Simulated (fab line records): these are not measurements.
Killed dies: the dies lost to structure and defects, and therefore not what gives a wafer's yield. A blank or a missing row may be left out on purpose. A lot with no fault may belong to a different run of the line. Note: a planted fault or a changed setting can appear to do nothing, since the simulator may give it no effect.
fab line records	flow nand-harc
record: lots: 11	wafers: 33	last-day: 34
route steps=1302 shown A_STAIRCASE@743 END@1302
lots untouched by any fault: they come from a run of this same line in which no faults occurred
start-h: the number of hours between the record's first day and the start of the first shown wafer of the lot	wait-h: how many hours have passed since the lot's step before this one	" same as the row above	L1.1+2: several wafers, shown together as one row	- no value present, or no start provided	* or withheld: withheld	< > ~ a bound
route shown NAME@n: a module of which the file shows steps, and the number in the route of the first	usual: average and standard deviation across the fault-free wafers	same: alike in all rows	chamber/n: place in a boat	sites: each site's reading	_std_site: the standard deviation of these	_edge_site: mean of outer sites minus mean of inner sites	radius-mm: for every site, how far away it sits from the centre of the wafer	mask NAME#n: copy n	behind: the most recent tool/chamber to have shaped the wafer	hold: why the lot was held/for how many hours/how that ended	device: transistor that didn't switch, given as n, p or np	end of line: the tests these same wafers got at the end of their route	a step given without rows: its recipe and nothing more	killed: the dies lost at the first sort to structure and to defects; this is not the yield of the wafer	map: the dies of a wafer, with x for killed, . for not killed, _ for no die there
set.NAME: the setting that was run; set.NAME@STEP: the one run at that earlier step	model.NAME: the simulator's own value behind a step, which no gauge read
a sample of lots followed through the steps of the route, with each step as a table and each wafer as a row
services: the hour from which a tool's chamber was out of use, counted from the record's first day as start-h (under 0 if before that day), plus the number of hours and why
== steps ==
step: NHARC_A_STAIRCASE_TRIM_229
recipe: time-s: 211.2	o2-flow-sccm: 500	ar-flow-sccm: 0	bias-w: 0	chemistry: O2
usual: drypump-motor-current-A: 6.0/0.56	o2-flow-sccm: 499.9/1.5	oes-product-au: 0.999/0.0097	rf-vpp-V: 57.7/0.89	showerhead-plenum-p-Torr: 3.54/0.16	throttle-valve-pct: 17.036/0.0087
lot.wafer	tool	chamber	start-h	wait-h	drypump-motor-current-A	o2-flow-sccm	oes-product-au	rf-hours-counter-h	rf-vpp-V	showerhead-plenum-p-Torr	throttle-valve-pct
L982.2	rie-diel-11	1	412.82	0.1	6.2	499.8	0.999	51	55.8	3.44	17.036
L982.4	"	0	"	"	6.2	497.4	0.995	52	57.8	3.31	17.025
L982.5	"	2	"	"	6.6	500.9	1.010	-	58.5	3.47	17.043
L984.3	rie-diel-13	0	434.94	0.1	5.1	500.7	0.990	20	57.3	3.50	17.023
L984.6	"	3	"	"	5.8	501.5	1.004	-	55.8	3.57	17.038
L984.5	"	0	"	"	5.0	499.7	0.997	-	57.5	3.50	17.033
L985.4	rie-diel-08	1	454.33	0.1	6.5	499.9	1.013	27	58.6	3.44	17.030
L985.3	"	2	"	"	5.5	500.5	1.005	25	58.6	3.55	17.036
L985.1	"	3	"	"	6.3	497.5	1.014	27	57.6	3.76	17.038
L989.3	rie-diel-11	3	469.90	0.1	6.1	501.2	0.992	8	57.2	3.56	17.029
L989.1	"	1	"	"	6.2	497.9	1.003	5	58.3	3.44	17.025
L989.5	"	3	"	"	6.1	501.6	0.992	-	58.5	3.56	17.027
L988.3	rie-diel-08	1	470.83	0.1	6.5	499.4	1.003	32	56.1	3.44	17.033
L988.1	"	3	"	"	6.3	502.2	0.995	33	58.2	3.75	17.023
L988.6	"	2	"	"	5.5	500.6	0.992	-	57.2	3.55	17.047
L990.1	rie-diel-08	0	494.03	0.1	4.8	500.2	0.994	41	59.3	3.78	17.031
L990.4	"	1	"	"	6.5	500.9	1.005	40	58.5	3.43	17.043
L990.5	"	0	"	"	4.8	500.0	1.006	-	57.8	3.78	17.034
L993.3	rie-diel-08	2	519.91	0.1	5.5	500.5	0.987	46	58.0	3.54	17.036
L993.5	"	2	"	"	5.5	501.2	0.998	-	57.5	3.54	17.022
L993.6	"	3	"	"	6.3	497.5	0.995	-	57.0	3.75	17.028
L999.1	rie-diel-13	3	562.20	0.1	5.9	501.4	0.992	9	56.8	3.55	17.046
L999.4	"	0	"	"	5.1	500.5	0.995	11	57.6	3.48	17.030
L999.3	"	1	"	"	6.6	500.6	1.005	10	56.3	3.30	17.048
L998.4	rie-diel-13	1	563.37	0.1	6.7	498.0	1.016	11	57.1	3.30	17.022
L998.3	"	2	"	"	6.0	499.1	0.998	9	57.4	3.77	17.042
L998.1	"	0	"	"	5.1	498.6	0.982	11	58.4	3.48	17.037
L997.4	rie-diel-11	0	568.38	0.1	6.2	498.5	0.998	39	57.4	3.29	17.047
L997.2	"	1	"	"	6.2	502.0	0.998	42	58.4	3.42	17.034
L997.6	"	2	"	"	6.6	496.8	0.990	-	58.6	3.45	17.025
L100.1	rie-diel-08	0	583.52	0.1	4.9	499.5	1.000	11	57.6	3.76	17.020
L100.4	"	1	"	"	6.5	501.5	1.028	7	57.3	3.42	17.032
L100.6	"	2	"	"	5.5	500.1	1.023	-	57.3	3.53	17.040
step: NHARC_A_STAIRCASE_HM_OPEN_457
recipe: o2-flow-sccm: 400	cos-flow-sccm: 20	ar-flow-sccm: 0	rf-w: 500	bias-w: 300	chemistry: O2/COS
usual: cos-flow-sccm: 20.00/0.059	drypump-motor-current-A: 5.9/0.6	o2-flow-sccm: 399.9/1.2	oes-product-au: 0.999/0.0082	rf-vpp-V: 468/3.2	showerhead-plenum-p-Torr: 3.16/0.15	throttle-valve-pct: 28.331/0.0093
lot.wafer	tool	chamber	start-h	wait-h	cos-flow-sccm	drypump-motor-current-A	o2-flow-sccm	oes-product-au	rf-hours-counter-h	rf-vpp-V	showerhead-plenum-p-Torr	throttle-valve-pct
L982.2	rie-diel-13	1	-	-	19.93	6.7	399.3	1.007	18	463	2.94	28.341
L982.4	"	0	"	"	19.92	5.1	398.0	0.999	17	466	3.10	28.332
L982.5	"	2	"	"	20.05	6.0	399.8	1.004	-	473	3.36	28.346
L984.3	rie-diel-13	3	-	-	20.16	5.9	398.5	0.998	26	468	3.16	28.352
L984.5	"	0	"	"	20.05	5.0	401.0	0.987	-	466	3.09	28.326
L984.6	"	1	"	"	19.98	6.7	398.7	1.008	-	464	2.93	28.327
L985.1	rie-diel-13	1	-	-	20.00	6.6	398.9	1.002	35	465	2.93	28.340
L985.3	"	2	"	"	19.95	6.0	397.7	1.003	35	471	3.35	28.329
L985.4	"	3	"	"	19.98	5.8	401.8	0.996	32	468	3.15	28.315
L989.3	rie-diel-13	3	-	-	19.99	5.8	402.2	1.006	35	468	3.15	28.358
L989.1	"	1	"	"	20.00	6.7	399.7	1.005	38	463	2.93	28.330
L989.5	"	3	"	"	20.01	5.8	401.2	1.011	-	467	3.15	28.313
L988.1	rie-diel-08	1	-	-	19.95	6.5	400.5	1.004	34	466	3.04	28.334
L988.3	"	0	"	"	20.08	4.9	400.9	1.005	35	473	3.35	28.330
L988.6	"	1	"	"	19.96	6.5	401.6	1.001	-	465	3.04	28.343
L990.1	rie-diel-08	1	-	-	20.01	6.5	399.5	1.001	44	467	3.03	28.330
L990.4	"	3	"	"	19.95	6.3	397.6	1.001	42	472	3.32	28.326
L990.5	"	1	"	"	19.97	6.5	401.0	1.007	-	466	3.03	28.333
L993.3	rie-diel-11	1	-	-	20.00	6.2	400.2	0.991	26	466	3.03	28.333
L993.5	"	2	"	"	20.10	6.6	400.1	0.986	-	468	3.06	28.321
L993.6	"	3	"	"	20.04	6.1	401.3	0.992	-	467	3.14	28.326
L999.3	rie-diel-08	0	-	-	19.95	4.9	401.1	0.998	3	473	3.34	28.314
L999.4	"	1	"	"	19.93	6.5	400.7	1.002	1	465	3.02	28.332
L999.1	"	2	"	"	20.08	5.6	400.3	1.013	3	467	3.12	28.337
L998.3	rie-diel-13	2	-	-	20.01	6.0	401.0	1.009	10	471	3.34	28.345
L998.1	"	0	"	"	20.09	5.0	397.7	0.990	12	467	3.08	28.327
L998.4	"	2	"	"	20.10	6.0	399.9	1.000	-	472	3.34	28.332
L997.4	rie-diel-08	2	-	-	20.01	5.5	401.2	1.008	5	466	3.12	28.315
L997.2	"	0	"	"	19.98	4.9	400.7	0.993	6	471	3.34	28.338
L997.6	"	3	"	"	19.95	6.3	401.8	0.991	-	472	3.31	28.319
L100.1	rie-diel-13	3	-	-	20.06	5.8	400.3	0.996	16	469	3.14	28.321
L100.4	"	0	"	"	19.96	5.1	399.0	0.996	22	467	3.07	28.328
L100.6	"	2	"	"	19.96	6.0	399.8	0.997	-	471	3.33	28.333
step: NHARC_A_STAIRCASE_ETCH_273
recipe: target-depth-a: 1.02e+05	time-s: 2468.6	ion-energy-ev: 800	c4f8-flow-sccm: 80	o2-flow-sccm: 60	ar-flow-sccm: withheld	rf-w: 600	bias-w: 3000	chemistry: C4F8/O2/Ar
usual: bias-w: 3001/8.5	chamber-pressure-mTorr: 25.001/0.024	oes-product-au: 0.936/0.011	rf-vpp-V: 1830/13
lot.wafer	tool	chamber	start-h	wait-h	bias-w	chamber-pressure-mTorr	oes-product-au	rf-hours-counter-h	rf-vpp-V
L982.2	rie-diel-13	2	420.06	-	2990	24.968	0.945	19	1846
L982.4	"	0	"	"	3021	25.005	0.951	17	1825
L982.5	"	2	"	"	3011	25.004	0.940	-	1847
L984.3	rie-diel-13	2	446.02	-	3008	25.041	0.942	29	1845
L984.5	"	1	"	"	2993	24.997	0.946	-	1811
L984.6	"	2	"	"	2993	24.963	0.941	-	1847
L985.1	rie-diel-13	0	465.48	-	2999	24.967	0.931	32	1824
L985.4	"	1	"	"	3000	25.003	0.942	35	1811
L985.3	"	3	"	"	3018	25.020	0.949	32	1830
L989.1	rie-diel-13	3	477.83	-	-	-	-	-	-
L989.3	"	2	"	"	-	-	-	-	-
L989.5	"	2	"	"	-	-	-	-	-
L988.1	rie-diel-08	1	479.23	-	-	-	-	-	-
L988.3	"	2	"	"	-	-	-	-	-
L988.6	"	0	"	"	-	-	-	-	-
L990.4	rie-diel-08	0	504.68	-	-	-	-	-	-
L990.1	"	2	"	"	-	-	-	-	-
L990.5	"	0	"	"	-	-	-	-	-
L993.3	rie-diel-11	2	527.98	-	2997	24.992	0.938	30	1823
L993.6	"	3	"	"	2979	25.027	0.927	-	1829
L993.5	"	0	"	"	3007	24.992	0.937	-	1809
L999.1	rie-diel-08	0	569.52	-	3003	25.028	0.930	4	1845
L999.4	"	1	"	"	3009	25.027	0.961	1	1819
L999.3	"	2	"	"	3012	24.997	0.957	4	1828
L998.3	rie-diel-13	0	571.46	-	3000	24.996	0.929	13	1823
L998.1	"	2	"	"	2994	25.032	0.939	11	1845
L998.4	"	2	"	"	2995	24.959	0.934	-	1844
L997.4	rie-diel-08	1	575.33	-	3009	25.010	0.937	3	1817
L997.2	"	0	"	"	2999	25.029	0.931	6	1842
L997.6	"	1	"	"	2996	24.974	0.936	-	1819
L100.4	rie-diel-13	1	595.21	-	3004	24.985	0.935	24	1810
L100.1	"	2	"	"	2999	25.010	0.925	22	1845
L100.6	"	2	"	"	2988	24.985	0.926	-	1844
step: NHARC_A_STAIRCASE_HM_OPEN_460
recipe: o2-flow-sccm: 400	cos-flow-sccm: 20	ar-flow-sccm: 0	rf-w: 500	bias-w: 300	chemistry: O2/COS
usual: cos-flow-sccm: 20.00/0.056	drypump-motor-current-A: 6.0/0.56	o2-flow-sccm: 400.0/1.2	oes-product-au: 0.998/0.0091	rf-vpp-V: 467.2/3	showerhead-plenum-p-Torr: 3.13/0.14	throttle-valve-pct: 28.331/0.0088
lot.wafer	tool	chamber	start-h	wait-h	cos-flow-sccm	drypump-motor-current-A	o2-flow-sccm	oes-product-au	rf-hours-counter-h	rf-vpp-V	showerhead-plenum-p-Torr	throttle-valve-pct
L982.4	rie-diel-08	3	-	-	20.00	6.3	399.2	0.999	18	471.0	3.33	28.324
L982.2	"	0	"	"	19.94	4.9	400.3	1.013	18	471.6	3.36	28.336
L982.5	"	2	"	"	19.99	5.5	399.8	0.996	-	467.6	3.15	28.335
L984.3	rie-diel-13	2	-	-	19.93	6.0	401.9	0.999	30	472.0	3.36	28.334
L984.6	"	3	"	"	20.03	5.8	397.3	0.988	-	467.7	3.15	28.340
L984.5	"	0	"	"	20.04	5.1	400.7	1.007	-	465.9	3.09	28.330
L985.1	rie-diel-08	1	-	-	19.92	6.5	396.9	1.006	33	464.6	3.04	28.347
L985.3	"	3	"	"	19.92	6.3	401.6	0.993	34	470.4	3.32	28.316
L985.4	"	0	"	"	19.93	4.9	399.9	0.994	34	471.7	3.36	28.325
L989.3	rie-diel-08	0	-	-	19.98	4.9	400.6	0.999	36	471.5	3.35	28.338
L989.1	"	2	"	"	19.98	5.5	401.7	0.989	34	467.8	3.14	28.346
L989.5	"	0	"	"	20.07	4.8	399.3	0.994	-	471.6	3.35	28.334
L988.1	rie-diel-13	2	-	-	20.03	6.0	399.1	1.017	40	471.0	3.35	28.337
L988.3	"	1	"	"	19.96	6.7	400.9	0.994	40	463.4	2.93	28.323
L988.6	"	2	"	"	20.04	6.0	400.3	1.016	-	472.1	3.35	28.336
L990.1	rie-diel-08	0	-	-	20.07	4.8	398.7	0.997	46	471.6	3.35	28.324
L990.4	"	1	"	"	19.86	6.5	400.2	0.987	45	465.0	3.03	28.334
L990.5	"	2	"	"	19.95	5.5	400.2	0.990	-	467.0	3.13	28.330
L993.3	rie-diel-08	3	-	-	20.03	6.3	399.5	0.992	59	472.0	3.31	28.326
L993.6	"	0	"	"	19.96	4.8	399.3	1.002	-	471.7	3.34	28.333
L993.5	"	1	"	"	20.04	6.5	399.1	0.993	-	466.9	3.03	28.336
L999.1	rie-diel-13	2	-	-	20.02	6.0	401.0	1.006	12	471.4	3.34	28.329
L999.3	"	1	"	"	20.05	6.7	401.7	1.009	14	463.5	2.92	28.341
L999.4	"	2	"	"	20.08	6.0	400.2	1.003	-	471.7	3.34	28.334
L998.1	rie-diel-13	2	-	-	20.00	6.0	400.3	0.998	13	472.0	3.34	28.349
L998.3	"	1	"	"	20.07	6.7	400.7	1.012	15	463.2	2.91	28.339
L998.4	"	2	"	"	20.02	6.0	400.1	0.999	-	472.2	3.34	28.320
L997.4	rie-diel-08	1	-	-	19.99	6.5	399.3	1.002	7	466.1	3.02	28.337
L997.2	"	3	"	"	20.03	6.3	401.6	0.996	11	470.3	3.30	28.326
L997.6	"	0	"	"	20.01	4.9	398.7	1.003	-	470.9	3.33	28.321
L100.1	rie-diel-11	2	-	-	19.96	6.6	400.0	0.985	59	465.4	3.04	28.326
L100.6	"	3	"	"	19.96	6.1	400.3	0.989	-	466.7	3.13	28.322
L100.4	"	2	"	"	19.93	6.6	400.5	0.979	-	463.9	3.04	28.325
step: NHARC_END_SORT_01
recipe: temp-c: 25
usual: killed-at-array: 55/17	killed-at-other: 1.1/1.6	killed-at-periphery: 3.8/2.5	killed-dies: 60/18	killed-open: 3.3/1.9	killed-short: 2.5/1.7
same: gross-dies: 677
lot.wafer	tool	chamber	start-h	wait-h	killed-at-array	killed-at-other	killed-at-periphery	killed-dies	killed-open	killed-short
L989.1	prober-02	0	667.51	2.5	668	2	7	677	1	2
L989.3	prober-02	0	669.11	3.1	669	3	5	677	4	5
L989.5	prober-02	0	670.71	3.7	673	4	0	677	4	2
L988.1	prober-01	0	667.65	2.5	669	1	7	677	7	5
L988.3	prober-01	0	669.27	3.1	671	1	5	677	2	3
L988.6	prober-01	0	671.70	4.0	666	3	8	677	4	2
L990.1	prober-02	0	686.86	2.5	672	2	3	677	5	7
L990.4	prober-02	0	689.28	3.4	672	0	5	677	1	0
L990.5	prober-02	0	690.09	3.7	675	0	2	677	1	3
killed by level:class
L989.1 A_STAIRCASE:area-etch=597 A_SLIT:chamber-film-flake=33 A_CHANNEL_HOLE_D1:chamber-film-flake=32 A_DECK1_JOINT:chamber-film-flake=2 P_ZERO_WELL:chamber-film-flake=2 THIN_TSV:chamber-film-flake=2 P_M0:geometric-particle:short=1 P_M1:geometric-particle:open=1
L988.1 A_STAIRCASE:area-etch=608 A_SLIT:chamber-film-flake=23 A_CHANNEL_HOLE_D2:chamber-film-flake=18 A_CONTACT:chamber-film-flake=4 P_M0:geometric-particle:short=2 A_ONON_D2:geometric-particle:open=2 A_M0:geometric-particle:open=2 P_M1:chamber-film-flake=2
L989.3 A_STAIRCASE:area-etch=611 A_CHANNEL_HOLE_D1:chamber-film-flake=29 A_SLIT:chamber-film-flake=20 THIN_TSV:chamber-film-flake=3 P_BONDPAD:chamber-film-flake=2 P_GATE:geometric-particle:open=1 P_M0:geometric-particle:short=1 P_M0:geometric-particle:open=1
L988.3 A_STAIRCASE:area-etch=635 A_SLIT:chamber-film-flake=16 A_CONTACT:chamber-film-flake=6 A_CHANNEL_HOLE_D2:chamber-film-flake=4 P_GATE:chamber-film-flake=3 A_CHANNEL_HOLE_D1:chamber-film-flake=3 A_WL_FILL:geometric-particle:short=2 A_STAIRCASE:chamber-film-flake=2
L989.5 A_STAIRCASE:area-etch=609 A_SLIT:chamber-film-flake=28 A_CHANNEL_HOLE_D1:chamber-film-flake=24 THIN_TSV:chamber-film-flake=4 A_DECK1_JOINT:geometric-particle:open=2 A_M0:geometric-particle:short=2 A_STAIRCASE:chamber-film-flake=2 A_M1:geometric-particle:open=1
L988.6 A_STAIRCASE:area-etch=620 A_SLIT:chamber-film-flake=28 A_CHANNEL_HOLE_D2:chamber-film-flake=8 P_GATE:chamber-film-flake=5 A_CONTACT:chamber-film-flake=3 P_M1:chamber-film-flake=2 A_DECK1_JOINT:chamber-film-flake=2 THIN_TSV:chamber-film-flake=2
L990.1 A_STAIRCASE:area-etch=595 A_SLIT:chamber-film-flake=33 A_CHANNEL_HOLE_D2:chamber-film-flake=16 A_CONTACT:chamber-film-flake=7 A_CHANNEL_HOLE_D1:chamber-film-flake=6 A_ONON_D2:geometric-particle:open=2 A_WL_FILL:geometric-particle:short=2 A_SGD_CUT:chamber-film-flake=2
L990.4 A_STAIRCASE:area-etch=607 A_SLIT:chamber-film-flake=34 A_CHANNEL_HOLE_D2:chamber-film-flake=14 A_CONTACT:chamber-film-flake=8 P_ZERO_WELL:chamber-film-flake=4 A_M0:chamber-film-flake=3 A_CHANNEL_FILL_D2:chamber-film-flake=2 A_CONTACT:geometric-particle:open=1
L990.5 A_STAIRCASE:area-etch=610 A_SLIT:chamber-film-flake=30 A_CHANNEL_HOLE_D2:chamber-film-flake=19 A_CHANNEL_HOLE_D1:chamber-film-flake=4 A_SGD_CUT:chamber-film-flake=3 A_STAIRCASE:chamber-film-flake=2 A_CONTACT:chamber-film-flake=2 A_ONON_D1:geometric-particle:short=1
== services ==
tool	chamber	start-h	hours	kind
rie-diel-13	0	400.36	-	clean
rie-diel-13	1	400.36	-	clean
rie-diel-13	2	400.36	-	clean
rie-diel-13	3	400.36	-	clean
rie-diel-08	0	401.34	-	clean
rie-diel-08	1	401.34	-	clean
rie-diel-08	2	401.34	-	clean
rie-diel-08	3	401.34	-	clean
rie-diel-13	0	424.86	-	clean
rie-diel-13	1	424.86	-	clean
rie-diel-13	2	424.86	-	clean
rie-diel-13	3	424.86	-	clean
rie-diel-08	0	425.94	-	clean
rie-diel-11	0	435.20	3.0	repair
rie-diel-11	-	435.99	9.0	pm
rie-diel-08	0	462.37	9.5	repair
rie-diel-13	0	471.12	7.6	repair
rie-diel-11	0	485.74	1.2	repair
rie-diel-13	-	519.35	9.0	pm
rie-diel-08	-	544.93	9.0	pm
rie-diel-08	1	558.67	8.7	repair
rie-diel-13	3	570.33	8.1	repair
rie-diel-08	-	586.61	0.7	repair
rie-diel-11	1	592.30	20.3	repair
== key ==
first-sign: step: NHARC_A_STAIRCASE_ETCH_273	reading: tool-record	direction: missing
effect: step: NHARC_END_SORT_01	reading: killed-at-array	direction: up	sigmas: 35	usual: 55	struck: 671
more-kills-born-at: NHARC_A_STAIRCASE_ETCH_273@rie-diel-08: 3675	NHARC_A_STAIRCASE_ETCH_273@rie-diel-13: 1816
met-at NHARC_A_STAIRCASE_ETCH_273
struck-lots L988,L989,L990
later-rows-left-out L988.1,L988.3,L988.6,L989.1,L989.3,L989.5,L990.1,L990.4,L990.5
tester-left-out L988,L989,L990
not-acting-at NHARC_A_STAIRCASE_TRIM_229,NHARC_A_STAIRCASE_HM_OPEN_457,NHARC_A_STAIRCASE_HM_OPEN_460
onset-between 465.48 477.83
fault: kind: skipped-step-whole	tool: rie-diel-08,rie-diel-13	chamber: -	onset-h: 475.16	steps: NHARC_A_STAIRCASE_ETCH_273	scope: struck-lots-only
tester-left-out: of these lots the tester's yield and bins aren't shown, on N5 and GAA mostly nor the transistor test; their killed dies are dies lost to structure and defects alone, not to doping, threshold or leakage, so they don't give the yield
later-rows-left-out: the simulator's readings of these wafers behind a module that went badly wrong aren't trusted and aren't shown, but for the sort
